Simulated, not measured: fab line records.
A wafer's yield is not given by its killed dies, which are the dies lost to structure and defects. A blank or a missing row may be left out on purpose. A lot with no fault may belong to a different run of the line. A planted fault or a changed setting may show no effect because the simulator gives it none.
2 desks looking at one fault	flow n5Finfet	numbers are kept per desk, each desk with only its own; the story behind them comes last

## THE TOOL OWNER'S DESK: rieDiel-01
The tool's own readings at N5_SDB_ETCH_17 (etches SiARC in CF4, target depth 23.4 nm, time 39 s): means of the sampled wafers that have a number, for each lot that ran on this tool. Marked OUT: a lot whose mean sits more than 4 standard deviations from the usual mean, which makes it out of limits; the brackets give that distance.
Columns: A = cf4FlowSccm at N5_SDB_ETCH_17, usual 99.95 sccm; B = drypumpMotorCurrentA at N5_SDB_ETCH_17, usual 5.8 A; C = etchRfOnTimeS at N5_SDB_ETCH_17, usual 38.8 s; D = oesProductAu at N5_SDB_ETCH_17, usual 0.67 a.u.; E = rfVppV at N5_SDB_ETCH_17, usual 184.3 V; F = showerheadPlenumPTorr at N5_SDB_ETCH_17, usual 2.17 Torr; G = throttleValvePct at N5_SDB_ETCH_17, usual 15.62 %
lot	first seen here	A	B	C	D	E	F	G
L851	day 4 12:15	100.36	5.6	39.0	0.70	185.8	2.24	15.61
L853	day 4 23:31	100.10	5.6	38.3	0.70	185.4	2.24	15.61
L854	day 5 12:05	99.73	5.8	38.8	0.70	184.2	2.19	15.57
L857	day 6 08:13	99.85	5.6	38.8	0.72	184.7	2.20	15.50
L863	day 7 14:40	69.89 (-99 or more) OUT	6.2	40.4	0.66	185.5	2.01	14.34 (-5.6) OUT
L867	day 8 11:41	90.05 (-38) OUT	5.8	39.4	0.70	185.1	2.18	15.05
This desk's verdict: out of limits on L863, L867, starting with L863 at day 7 14:40 (cf4FlowSccm at N5_SDB_ETCH_17). L851, L853, L854, L857 stayed within limits.

## AT THE METROLOGY DESK
Lot by lot, what the gauges showed, no matter which tool ran the lot: averages of those sampled wafers that carry a number. Marked OUT: a lot whose mean sits more than 4 standard deviations from the usual mean, which makes it out of limits; the brackets give that distance.
Columns: A = RS_SD_N at N5_SD_ACTIVATION_RS_MEAS_03, usual 22.0 ohm/sq; B = RS_SD_P at N5_SD_ACTIVATION_RS_MEAS_03, usual 56.2 ohm/sq
lot	first seen here	A	B
L849	day 3 19:29	22.1	56.4
L850	day 4 02:37	22.1	58.2
L851	day 4 04:43	21.6	54.9
L853	day 4 14:53	21.7	57.3
L854	day 5 04:44	21.9	56.4
L855	day 5 05:26	22.4	56.8
L858	day 5 23:10	21.8	57.3
L857	day 6 00:23	22.1	57.4
L863	day 7 07:11	21.1	54.2
L867	day 8 03:55	21.5	55.0
L870	day 8 21:29	21.9	57.4
This desk found nothing out of limits on any of the 11 lots.

## PUT TOGETHER
On L863, L867, at day 7 14:40, an alarm was possible from the tool owner's desk.
At the metrology desk, nothing out of limits was observed.
The metrology desk holds a record of L863, L867, inside its limits.
Every lot named ran N5_SDB_ETCH_17 on rieDiel-01.

## WHAT WAS PUT IN BY THE SIMULATOR
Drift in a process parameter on rieDiel-01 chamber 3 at N5_SDB_ETCH_17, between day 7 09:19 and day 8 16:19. Setting cf4FlowSccm, moved by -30, from 100. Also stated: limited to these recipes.
Lots struck among those shown: L863, L867.
How many hours passed from the start of the fault until each desk's first out-of-limits reading: the tool owner's desk, 5.
